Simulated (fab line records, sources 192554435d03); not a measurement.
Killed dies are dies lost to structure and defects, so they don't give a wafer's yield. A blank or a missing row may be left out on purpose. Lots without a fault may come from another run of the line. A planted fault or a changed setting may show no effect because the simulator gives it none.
Split-lot experiment | flow n5_finfet | 7 lots, 21 wafers read, on a route of 1938 steps

THE SPLIT
At N5_ZERO_LAYER_EXPOSE_08 (exposes mask ZERO, defocus 0 nm, target cd 2000 nm), the setting dose_mj was moved away from the recipe's 16.2 on 6 of the 21 wafers read, by -5.7% to +4.6%. The other wafers ran this setting at the recipe's value.

FROM THE SPLIT TO THE READING: what the file shows between them, 2 steps
- N5_ZERO_LAYER_DEVELOP_10: develop time 60 s (also split here: develop_time_s)
- N5_ZERO_LAYER_HARDBAKE_23: time 120 s

THE READING
cd_nm, in nm, at N5_ZERO_LAYER_CD_MEAS_11 (target cd 2000 nm). Fault-free wafers of this fab line usually give 2000.4 nm, standard deviation 1.9 nm.

wafer  | tool, chamber at the split | dose_mj as run | against the recipe | cd_nm, nm | against lot-mates on the recipe
L076.2 | krf_scanner-01, 0          | 16.2           | recipe             | 2001.6    | -
L076.3 | krf_scanner-01, 0          | 16.2           | recipe             | 1998.2    | -
L076.5 | krf_scanner-01, 0          | 16.2           | recipe             | 2003.0    | -
L078.1 | krf_scanner-02, 0          | 15.85          | -2.2%              | 1994.5    | -6.9
L078.2 | krf_scanner-02, 0          | 15.85          | -2.2%              | 1998.1    | -3.3
L078.6 | krf_scanner-02, 0          | 16.2           | recipe             | 2001.4    | -
L082.2 | krf_scanner-01, 0          | 16.2           | recipe             | 2001.7    | -
L082.3 | krf_scanner-01, 0          | 16.2           | recipe             | 2001.3    | -
L082.4 | krf_scanner-01, 0          | 16.2           | recipe             | 2002.9    | -
L083.1 | krf_scanner-01, 0          | 16.2           | recipe             | 1996.0    | -
L083.2 | krf_scanner-01, 0          | 16.2           | recipe             | 2001.7    | -
L083.5 | krf_scanner-01, 0          | 16.94          | +4.6%              | 2006.0    | +7.2
L085.1 | krf_scanner-02, 0          | 16.2           | recipe             | 1999.3    | -
L085.2 | krf_scanner-02, 0          | 16.2           | recipe             | 2002.8    | -
L085.5 | krf_scanner-02, 0          | 15.28          | -5.7%              | 1986.0    | -15.0
L090.1 | krf_scanner-01, 0          | 15.62          | -3.6%              | 1990.7    | -5.6
L090.5 | krf_scanner-01, 0          | 16.2           | recipe             | 1996.3    | -
L090.6 | krf_scanner-01, 0          | 15.62          | -3.6%              | 1992.9    | -3.4
L093.1 | krf_scanner-01, 0          | 16.2           | recipe             | 2000.3    | -
L093.3 | krf_scanner-01, 0          | 16.2           | recipe             | 1998.4    | -
L093.5 | krf_scanner-01, 0          | 16.2           | recipe             | 2001.2    | -

THE FIT
A straight line over all 21 wafers: cd_nm changes by +2.06 nm for each +1% of dose_mj; r = +0.88; the points scatter about the line by 2.3 nm.
The same after taking each lot's own level away (the mean of its wafers on the recipe; 21 wafers): +1.94 nm for each +1%; r = +0.89; scatter 2.1 nm.
On that fit, the largest move of dose_mj shifts the reading by 11 nm.
The lots' own levels span 1996.30 to 2001.97 nm, that is 3.0 times the standard deviation above.
So the lot-to-lot level changes the slope little: the two slopes agree.
Check: with one of the wafers moved furthest among these (-5.7%) left out of the fit, the line predicts -8.86 nm for it against its lot-mates. It came out at -15 nm against them.

OTHER SPLITS ON THESE WAFERS
These wafers also went through other splits before the reading. Each is held against what the fit with the lots' levels taken away leaves over:
other split on the same wafers          | wafers away from the commonest value | r with cd_nm (lot level and that fit taken away)
N5_ZERO_LAYER_DEVELOP_10 develop_time_s | 5                                    | +0.30

THE FILE'S OWN FIT
cd_nm changes by +2.06 nm for each +1% of dose_mj, r = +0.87.
